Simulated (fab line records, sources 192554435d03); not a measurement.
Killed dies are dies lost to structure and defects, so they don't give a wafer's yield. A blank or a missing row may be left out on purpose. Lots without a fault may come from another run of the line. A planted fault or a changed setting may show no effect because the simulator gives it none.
fab line records | flow n5_finfet | part 1 of 2: steps 1 to 22 of 28
record lots=5 wafers=15 last_day=17
route steps=1938 shown BEOL_M0_SAQP@670
lots that met no fault: from a run of the same line without faults
start_h: hours from the record's first day to the start of the lot's first wafer shown | wait_h: hours since the lot's step before | " the same as in the row above | L1.1+2: a row that stands for several wafers | - no value, or no start given | * or withheld: withheld | < > ~ a bound
route shown NAME@n: a module of which the file shows steps, and the number in the route of the first | usual: mean/standard deviation of fault-free wafers | same: alike in all rows | chamber/n: place in a boat | sites: the reading at each site | _std_site: their standard deviation | _edge_site: outer sites' mean less inner sites' | radius_mm: how far each site lies from the wafer's centre | mask NAME#n: copy n | behind: the tool/chamber that last shaped the wafer | hold: why the lot was held/for how many hours/how that ended | device: the transistor (n, p or np) that didn't switch | end of line: the same wafers' tests at the end of the route | a step without rows: its recipe alone | killed: dies lost to structure and defects at the first sort, not the wafer's yield | map: a wafer's dies, x killed, . not, _ none there
set.NAME: the setting as run; set.NAME@STEP: as run at that earlier step | model.NAME: the simulator's own value behind a step, which no gauge read
lots at some steps of the route; a table a step, a row a wafer
services: from which hour (start_h, from the record's first day; less than 0 if before it) a tool's chamber was out of use, for how many hours, and why
## steps
# step N5_BEOL_M0_SAQP_RECESS_104
# recipe chemistry=HF/NH3 target=SiO2 target_depth_a=180 afs_cycles=3 temp_c=30 sublimation_temp_c=180 sublimation_time_s=60
# usual drypump_motor_current_A=5.53/0.2
# same afs_cycles=3
# columns lot.wafer tool chamber start_h wait_h drypump_motor_current_A
L085.1 vapor_etch-01 1 179.83 0.1 5.90
L085.2 " 0 " " 5.64
L085.4 " 0 " " 5.63
L090.2 vapor_etch-02 1 206.80 0.1 5.37
L090.3 " 0 " " 5.39
L090.6 " 0 " " 5.38
L093.1 vapor_etch-02 0 224.48 0.1 5.43
L093.3 " 1 " " 5.38
L093.4 " 0 " " 5.43
L094.1 vapor_etch-02 0 230.60 0.1 5.43
L094.5 " 1 " " 5.39
L094.6 " 0 " " 5.39
L095.1 vapor_etch-02 0 239.87 0.1 5.43
L095.2 " 1 " " 5.37
L095.4 " 0 " " 5.42
# step N5_BEOL_M0_SAQP_COAT_105
# recipe resist=SOC temp_c=250 time_s=60 spin_rpm=1500 resist_thk_nm=100
# columns lot.wafer tool chamber start_h wait_h
L085.1+2+4 litho_track-05 0 180.22 0.3
L090.2+3+6 litho_track-05 0 207.19 0.3
L093.1+3+4 litho_track-01 0 224.87 0.3
L094.1+5+6 litho_track-01 0 230.98 0.3
L095.1+2+4 litho_track-01 0 240.25 0.3
# step N5_BEOL_M0_SAQP_ETCH_106
# recipe chemistry=N2/H2 target=SOC target_depth_a=1500 stop_on=SiNx ion_energy_ev=100 bias_w=61 pressure_mtorr=30 source_w=850 n2_flow_sccm=200 h2_flow_sccm=200
# usual bias_w=61.00/0.17 drypump_motor_current_A=5.7/0.4 oes_product_au=0.80/0.089 rf_vpp_V=240.8/1.4 showerhead_plenum_p_Torr=2.54/0.089 throttle_valve_pct=17.8/0.3
# columns lot.wafer tool chamber start_h wait_h bias_w drypump_motor_current_A oes_product_au rf_hours_counter_h rf_vpp_V showerhead_plenum_p_Torr throttle_valve_pct
L085.1 rie_diel-03 1 180.28 - 60.91 4.9 0.96 4 242.2 2.63 17.9
L085.2 " 0 " " 61.14 5.8 0.71 174 242.2 2.65 18.3
L085.4 " 3 " " 60.75 5.9 0.89 23 240.7 2.56 17.4
L090.2 rie_diel-03 0 207.26 - 60.92 5.8 0.70 183 242.0 2.64 18.3
L090.3 " 3 " " 61.07 5.9 0.87 32 241.3 2.56 17.4
L090.6 " 3 " " 61.02 5.9 0.87 - 240.4 2.56 17.4
L093.1 rie_diel-03 1 224.93 - 61.19 4.9 0.91 17 242.5 2.62 17.9
L093.3 " 0 " " 60.97 5.8 0.69 188 242.5 2.64 18.3
L093.4 " 3 " " 60.95 5.9 0.86 37 241.6 2.56 17.4
L094.1 rie_diel-03 1 231.04 - 60.75 4.9 0.92 20 241.4 2.62 17.9
L094.5 " 3 " " 61.12 5.9 0.87 - 241.3 2.56 17.5
L094.6 " 0 " " 60.83 5.7 0.70 - 241.5 2.64 18.3
L095.1 rie_diel-04 2 240.32 - 61.07 5.0 0.73 192 239.6 2.43 17.9
L095.2 " 3 " " 61.04 5.4 0.82 51 243.0 2.70 17.4
L095.4 " 2 " " 61.15 4.9 0.72 - 239.4 2.43 17.9
# step N5_BEOL_M0_SAQP_ETCH_107
# recipe chemistry=CH3F/O2 target=SiNx target_depth_a=300 mask_material=SOC pressure_mtorr=30 source_w=395 bias_w=73 Ar_flow_sccm=150 CH3F_flow_sccm=30 O2_flow_sccm=20 ion_energy_ev=120
# usual CH3F_flow_sccm=30.00/0.087 bias_w=73.03/0.23 drypump_motor_current_A=5.7/0.39 mfc_ar_sccm=150.0/0.41 oes_product_au=0.81/0.094 rf_vpp_V=298/6.2 showerhead_plenum_p_Torr=2.00/0.073 throttle_valve_pct=16.33/0.26
# columns lot.wafer tool chamber start_h wait_h CH3F_flow_sccm bias_w drypump_motor_current_A mfc_ar_sccm oes_product_au rf_hours_counter_h rf_vpp_V showerhead_plenum_p_Torr throttle_valve_pct
L085.1 rie_diel-03 1 180.34 0.0 30.03 72.75 4.9 150.1 0.99 4 296 2.05 16.18
L085.2 " 0 " " 30.08 73.15 5.8 150.2 0.72 174 292 2.07 16.76
L085.4 " 3 " " 30.08 72.82 5.9 149.5 0.92 23 307 2.05 16.24
L090.2 rie_diel-03 0 207.32 0.0 29.88 72.99 5.8 150.2 0.70 183 291 2.07 16.78
L090.3 " 3 " " 30.06 73.02 5.8 149.8 0.90 32 307 2.05 16.28
L090.6 " 3 " " 30.02 73.06 5.9 150.1 0.89 - 304 2.05 16.27
L093.1 rie_diel-03 1 224.99 0.0 30.12 73.09 4.9 150.5 0.94 17 296 2.05 16.20
L093.3 " 0 " " 30.01 73.08 5.8 150.4 0.70 188 293 2.07 16.78
L093.4 " 3 " " 29.95 72.88 5.9 149.3 0.88 37 306 2.05 16.26
L094.1 rie_diel-03 1 231.10 0.0 30.05 72.94 4.9 150.2 0.93 20 297 2.05 16.21
L094.5 " 3 " " 30.03 73.00 5.9 150.0 0.88 - 307 2.05 16.30
L094.6 " 0 " " 29.97 73.03 5.8 150.5 0.69 - 292 2.07 16.78
L095.1 rie_diel-04 2 240.38 0.0 30.06 72.92 5.0 150.3 0.74 192 292 1.90 16.40
L095.2 " 3 " " 29.95 73.52 5.4 150.1 0.84 51 301 2.13 15.93
L095.4 " 2 " " 30.03 73.09 5.0 150.5 0.73 - 294 1.90 16.38
# step N5_BEOL_M0_SAQP_STRIP_108
# recipe chemistry=N2/H2 power_w=500 temp_c=40 pressure_mtorr=50 rf_frequency_hz=6e+07 overash_fraction=0.3 bias_power_w=28 h2_frac=0.5 n2_flow_sccm=300 h2_flow_sccm=300
# usual drypump_motor_current_A=5.7/0.39 oes_product_au=0.81/0.093 rf_vpp_V=121.9/1 showerhead_plenum_p_Torr=3.35/0.11 throttle_valve_pct=18.9/0.39
# columns lot.wafer tool chamber start_h wait_h drypump_motor_current_A oes_product_au rf_hours_counter_h rf_vpp_V showerhead_plenum_p_Torr throttle_valve_pct
L085.1 rie_diel-03 1 180.38 0.0 4.9 0.97 4 122.6 3.47 19.4
L085.2 " 0 " " 5.8 0.71 174 123.5 3.49 19.2
L085.4 " 3 " " 5.9 0.91 23 121.7 3.39 18.3
L090.2 rie_diel-03 0 207.36 0.0 5.8 0.71 183 122.7 3.49 19.2
L090.3 " 3 " " 5.9 0.89 32 122.0 3.38 18.3
L090.6 " 3 " " 5.9 0.89 - 121.4 3.38 18.3
L093.1 rie_diel-03 1 225.03 0.0 4.9 0.93 17 122.9 3.46 19.4
L093.3 " 0 " " 5.8 0.70 188 123.8 3.48 19.3
L093.4 " 3 " " 5.9 0.89 37 122.1 3.38 18.3
L094.1 rie_diel-03 1 231.14 0.0 4.9 0.94 20 123.5 3.46 19.4
L094.5 " 3 " " 5.8 0.87 - 122.2 3.38 18.4
L094.6 " 0 " " 5.8 0.70 - 122.3 3.48 19.2
L095.1 rie_diel-04 2 240.42 0.0 5.0 0.72 192 121.6 3.21 19.2
L095.2 " 3 " " 5.4 0.84 51 123.6 3.56 18.6
L095.4 " 2 " " 5.0 0.72 - 120.1 3.21 19.2
# step N5_BEOL_M0_SAQP_RECESS_109
# recipe chemistry=HF/NH3 target=SiO2 target_depth_a=30 afs_cycles=1 temp_c=30 sublimation_temp_c=180 sublimation_time_s=60
# usual drypump_motor_current_A=5.53/0.2
# same afs_cycles=1
# columns lot.wafer tool chamber start_h wait_h drypump_motor_current_A
L085.1 vapor_etch-01 1 180.44 0.0 5.91
L085.2 " 0 " " 5.62
L085.4 " 1 " " 5.91
L090.2 vapor_etch-02 1 207.42 0.0 5.38
L090.3 " 0 " " 5.37
L090.6 " 1 " " 5.38
L093.1 vapor_etch-02 0 225.09 0.0 5.43
L093.3 " 0 " " 5.40
L093.4 " 1 " " 5.37
L094.1 vapor_etch-02 0 231.20 0.0 5.39
L094.5 " 1 " " 5.38
L094.6 " 0 " " 5.39
L095.1 vapor_etch-02 0 240.48 0.0 5.42
L095.2 " 1 " " 5.37
L095.4 " 0 " " 5.48
# step N5_BEOL_M0_SAQP_SPACER2_ALD_26
# recipe material=SiO2 target_thk_a=150 temp_c=300 ald_precursor_family=BDEAS ald_co_reactant=O2-plasma pulse_time_s=1 purge_time_s=2 co_reactant_purge_time_s=2 pressure_torr=2
# usual heater_power_w=505/42 precursor_pulse_height_rel=1.002/0.021
# same co_reactant_purge_time_s=2
# columns lot.wafer tool chamber start_h wait_h heater_power_w precursor_pulse_height_rel
L085.1 ald_sin-04 0 180.59 0.1 537 0.973
L085.2 " 1 " " 458 1.015
L085.4 " 3 " " 473 1.040
L090.2 ald_sin-03 0 207.56 0.1 530 0.970
L090.3 " 1 " " 538 0.987
L090.6 " 2 " " 506 0.998
L093.1 ald_sin-04 1 225.24 0.1 443 1.016
L093.3 " 3 " " 483 1.009
L093.4 " 2 " " 488 0.976
L094.1 ald_sin-04 0 231.35 0.1 534 0.978
L094.5 " 1 " " 453 1.002
L094.6 " 0 " " 516 0.985
L095.1 ald_sin-03 0 240.62 0.1 512 0.997
L095.2 " 1 " " 530 0.992
L095.4 " 3 " " 604 0.986
# step N5_BEOL_M0_SAQP_SPACER2_ETCHBACK_27
# recipe chemistry=CHF3/O2 mode=anisotropic_etchback target=SiO2 target_depth_a=225 time_s=11.25 pressure_mtorr=30 source_w=650 bias_w=170 Ar_flow_sccm=200 CHF3_flow_sccm=50 O2_flow_sccm=5 ion_energy_ev=200
# usual bias_w=170.1/0.53 drypump_motor_current_A=5.5/0.46 mfc_ar_sccm=200.1/0.61 oes_product_au=0.80/0.089 rf_vpp_V=524/11 showerhead_plenum_p_Torr=2.40/0.086 throttle_valve_pct=18.86/0.25
# columns lot.wafer tool chamber start_h wait_h bias_w drypump_motor_current_A mfc_ar_sccm oes_product_au rf_hours_counter_h rf_vpp_V showerhead_plenum_p_Torr throttle_valve_pct
L085.1 rie_diel-05 3 181.19 0.3 169.4 5.4 199.4 0.83 79 506 2.43 18.97
L085.2 " 1 " " 170.1 5.5 200.5 0.75 167 538 2.29 18.57
L085.4 " 2 " " 169.7 5.8 199.7 0.76 140 527 2.42 19.11
L090.2 rie_diel-04 2 208.11 0.3 169.9 5.0 200.8 0.73 184 517 2.30 18.91
L090.3 " 1 " " 170.1 5.0 199.2 0.67 243 537 2.37 19.03
L090.6 " 0 " " 169.9 6.3 200.2 0.85 - 512 2.34 19.02
L093.1 rie_diel-03 2 225.79 0.3 170.0 6.0 200.8 0.69 230 535 2.30 18.98
L093.3 " 0 " " 170.1 5.8 199.9 0.71 188 514 2.48 19.29
L093.4 " 1 " " 170.6 4.9 200.4 0.93 18 520 2.46 18.75
L094.1 rie_diel-03 3 231.90 0.3 170.1 5.9 200.4 0.88 40 540 2.46 18.84
L094.5 " 3 " " 170.3 5.9 200.3 0.88 - 540 2.46 18.84
L094.6 " 0 " " 169.7 5.8 199.1 0.71 - 515 2.48 19.30
L095.1 rie_diel-03 1 241.57 0.7 169.3 4.9 200.2 0.93 23 521 2.46 18.78
L095.2 " 0 " " 169.4 5.8 200.1 0.70 194 514 2.48 19.32
L095.4 " 3 " " 169.6 5.9 200.8 0.88 43 538 2.46 18.83
# step N5_BEOL_M0_SAQP_MANDREL2_REMOVE_110
# recipe chemistry=HBr/Cl2/O2 bt_time_s=10 target=a-Si stop_on=SiCN endpoint=OES-SiCl over_etch_frac=1 icp_w=600 bias_w=30 HBr_flow_sccm=150 Cl2_flow_sccm=80 O2_flow_sccm=5 pressure_mtorr=10
# usual bias_w=29.99/0.092 drypump_motor_current_A=5.7/0.49 he_backside_leak_sccm=2.73/0.24 oes_product_au=1.006/0.017 throttle_valve_pct=36.7/0.46
# same bt_time_s=10
# columns lot.wafer tool chamber start_h wait_h bias_w drypump_motor_current_A he_backside_leak_sccm oes_product_au rf_hours_counter_h throttle_valve_pct
L085.1 rie_si-01 3 181.28 0.1 29.94 5.9 2.58 1.014 22 36.2
L085.2 " 2 " " 29.79 5.5 2.75 1.003 5 37.4
L085.4 " 0 " " 30.05 5.6 2.90 1.026 6 36.9
L090.2 rie_si-01 3 208.20 0.1 30.01 5.9 2.36 1.014 23 36.2
L090.3 " 2 " " 30.14 5.5 2.89 0.994 5 37.4
L090.6 " 2 " " 30.13 5.5 2.93 0.999 - 37.4
L093.1 rie_si-03 3 225.87 0.1 30.04 5.7 2.66 0.996 99 36.7
L093.3 " 1 " " 30.12 5.1 3.22 1.021 139 36.1
L093.4 " 3 " " 30.00 5.7 2.63 0.999 - 36.7
L094.1 rie_si-01 2 231.99 0.1 30.14 5.5 2.99 0.994 6 37.5
L094.5 " 3 " " 29.91 5.9 2.28 1.003 - 36.2
L094.6 " 2 " " 29.91 5.5 2.97 0.994 - 37.4
L095.1 rie_si-01 1 241.65 0.1 29.97 5.0 2.92 1.001 10 36.2
L095.2 " 0 " " 30.16 5.6 2.85 1.021 7 36.9
L095.4 " 3 " " 29.99 5.9 2.51 0.995 23 36.2
# step N5_BEOL_M0_SAQP_CD_MEAS_29
# recipe target_cd_nm=14.4 landing_energy_ev=1000 detector=se_inlens
# usual cd_nm=14.99/0.21
# columns lot.wafer tool chamber start_h wait_h cd_nm
L085.1 cd_sem-02 0 181.39 0.1 14.94
L085.2 " 0 " " 15.23
L085.4 " 0 " " 14.75
L090.2 cd_sem-02 0 208.31 0.1 14.97
L090.3 " 0 " " 14.95
L090.6 " 0 " " 14.97
L093.1 cd_sem-03 0 225.98 0.1 15.07
L093.3 " 0 " " 15.01
L093.4 " 0 " " 14.97
L094.1 cd_sem-03 0 232.09 0.1 14.74
L094.5 " 0 " " 15.10
L094.6 " 0 " " 14.76
L095.1 cd_sem-01 0 241.76 0.1 15.43
L095.2 " 0 " " 14.57
L095.4 " 0 " " 14.86
# step N5_BEOL_M0_SAQP_COAT_69
# recipe resist=SOC temp_c=250 time_s=60 spin_rpm=1500 resist_thk_nm=90
# columns lot.wafer tool chamber start_h wait_h
L085.1+2+4 litho_track-05 0 181.43 0.0
L090.2+3+6 litho_track-05 0 208.35 0.0
L093.1+3+4 litho_track-03 0 226.02 0.0
L094.1+5+6 litho_track-01 0 232.13 0.0
L095.1+2+4 litho_track-05 0 241.80 0.0
# step N5_BEOL_M0_SAQP_COAT_72
# recipe resist=SiARC temp_c=220 time_s=60 spin_rpm=1500 resist_thk_nm=15
# columns lot.wafer tool chamber start_h wait_h
L085.1+2+4 litho_track-05 0 - -
L090.2+3+6 litho_track-05 0 - -
L093.1+3+4 litho_track-03 0 - -
L094.1+5+6 litho_track-01 0 - -
L095.1+2+4 litho_track-05 0 - -
# step N5_BEOL_M0_SAQP_COAT_87
# recipe resist=underlayer temp_c=205 time_s=60 spin_rpm=1500 resist_thk_nm=5
# columns lot.wafer tool chamber start_h wait_h
L085.1+2+4 litho_track-05 0 - -
L090.2+3+6 litho_track-05 0 - -
L093.1+3+4 litho_track-03 0 - -
L094.1+5+6 litho_track-01 0 - -
L095.1+2+4 litho_track-05 0 - -
# step N5_BEOL_M0_SAQP_COAT_34
# recipe resist=CAR-EUV spin_rpm=1500 resist_thk_nm=30
# columns lot.wafer tool chamber start_h wait_h
L085.1+2+4 litho_track-05 0 - -
L090.2+3+6 litho_track-05 0 - -
L093.1+3+4 litho_track-03 0 - -
L094.1+5+6 litho_track-01 0 - -
L095.1+2+4 litho_track-05 0 - -
# step N5_BEOL_M0_SAQP_EBR_36
# recipe solvent=PGMEA ebr_width_mm=1.5
# columns lot.wafer tool chamber start_h wait_h
L085.1+2+4 litho_track-05 0 - -
L090.2+3+6 litho_track-05 0 - -
L093.1+3+4 litho_track-03 0 - -
L094.1+5+6 litho_track-01 0 - -
L095.1+2+4 litho_track-05 0 - -
# step N5_BEOL_M0_SAQP_SOFTBAKE_35
# recipe temp_c=110 time_s=60 resist=CAR-EUV
# columns lot.wafer tool chamber start_h wait_h
L085.1+2+4 litho_track-05 0 - -
L090.2+3+6 litho_track-05 0 - -
L093.1+3+4 litho_track-03 0 - -
L094.1+5+6 litho_track-01 0 - -
L095.1+2+4 litho_track-05 0 - -
# step N5_BEOL_M0_SAQP_EXPOSE_37
# recipe mask_id=M0_CUT1 na=0.33 source_shape=annular sigma_inner=0.35 sigma_outer=0.8 polarization=unpolarized target_cd_nm=30 dose_mj=44.75
# columns lot.wafer tool chamber start_h wait_h mask
L085.1+2+4 euv_scanner-01 0 181.72 - M0_CUT1#0
L090.2+3+6 euv_scanner-02 0 208.49 - M0_CUT1#0
L093.1+3+4 euv_scanner-01 0 226.16 - M0_CUT1#0
L094.1+5+6 euv_scanner-01 0 232.27 - M0_CUT1#0
L095.1+2+4 euv_scanner-02 0 242.06 - M0_CUT1#0
# step N5_BEOL_M0_SAQP_PEB_38
# recipe peb_temp_c=100 peb_time_s=60 resist=CAR-EUV
# columns lot.wafer tool chamber start_h wait_h
L085.1+2+4 litho_track-01 0 181.78 0.1
L090.2+3+6 litho_track-03 0 208.55 0.1
L093.1+3+4 litho_track-05 0 226.22 0.1
L094.1+5+6 litho_track-01 0 232.33 0.1
L095.1+2+4 litho_track-05 0 242.13 0.1
# step N5_BEOL_M0_SAQP_DEVELOP_39
# recipe develop_time_s=30 developer=TMAH resist=CAR-EUV rinse_liquid=surfactant_rinse dry=air_spin dev_temp_c=23
# columns lot.wafer tool chamber start_h wait_h
L085.1+2+4 litho_track-01 0 - -
L090.2+3+6 litho_track-03 0 - -
L093.1+3+4 litho_track-05 0 - -
L094.1+5+6 litho_track-01 0 - -
L095.1+2+4 litho_track-05 0 - -
# step N5_BEOL_M0_SAQP_CD_MEAS_40
# recipe target_cd_nm=30 landing_energy_ev=500 detector=se_inlens
# usual cd_nm=29.93/0.25
# columns lot.wafer tool chamber start_h wait_h cd_nm
L085.1 cd_sem-03 0 181.85 - 29.74
L085.2 " 0 " " 29.98
L085.4 " 0 " " 29.25
L090.2 cd_sem-03 0 208.62 - 30.12
L090.3 " 0 " " 30.57
L090.6 " 0 " " 29.76
L093.1 cd_sem-03 0 226.29 - 29.83
L093.3 " 0 " " 30.21
L093.4 " 0 " " 29.65
L094.1 cd_sem-01 0 232.40 - 29.82
L094.5 " 0 " " 29.74
L094.6 " 0 " " 29.80
L095.1 cd_sem-02 0 242.20 - 30.17
L095.2 " 0 " " 29.80
L095.4 " 0 " " 30.03
# step N5_BEOL_M0_SAQP_OVL_MEAS_41
# recipe points_per_wafer=522
# usual M0_CUT1_OVL=-0.3/0.59
# columns lot.wafer tool chamber start_h wait_h M0_CUT1_OVL[nm]
L085.1 overlay-01 0 181.88 0.0 -0.3
L085.2 " 0 " " -0.9
L085.4 " 0 " " -0.4
L090.2 overlay-01 0 208.65 0.0 0.8
L090.3 " 0 " " -0.2
L090.6 " 0 " " -0.4
L093.1 overlay-02 0 226.32 0.0 -0.4
L093.3 " 0 " " -0.1
L093.4 " 0 " " -0.3
L094.1 overlay-02 0 232.43 0.0 -1.3
L094.5 " 0 " " -0.9
L094.6 " 0 " " -1.1
L095.1 overlay-02 0 242.23 0.0 -0.7
L095.2 " 0 " " -0.4
L095.4 " 0 " " -0.6
# step N5_BEOL_M0_SAQP_INSPECT_42
# recipe mode=adi inspect_instrument=brightfield
# usual raw_defect_count=285/79
# columns lot.wafer tool chamber start_h wait_h raw_defect_count
L085.1 defect_inspect-01 - 181.94 0.1 231
L085.2 " - " " 257
L085.4 " - " " 276
L090.2 defect_inspect-01 - 208.71 0.0 451
L090.3 " - " " 436
L090.6 " - " " 269
L093.1 defect_inspect-02 - 226.38 0.1 177
L093.3 " - " " 163
L093.4 " - " " 296
L094.1 defect_inspect-01 - 232.49 0.1 315
L094.5 " - " " 500
L094.6 " - " " 392
L095.1 defect_inspect-02 - 242.29 0.1 228
L095.2 " - " " 176
L095.4 " - " " 181
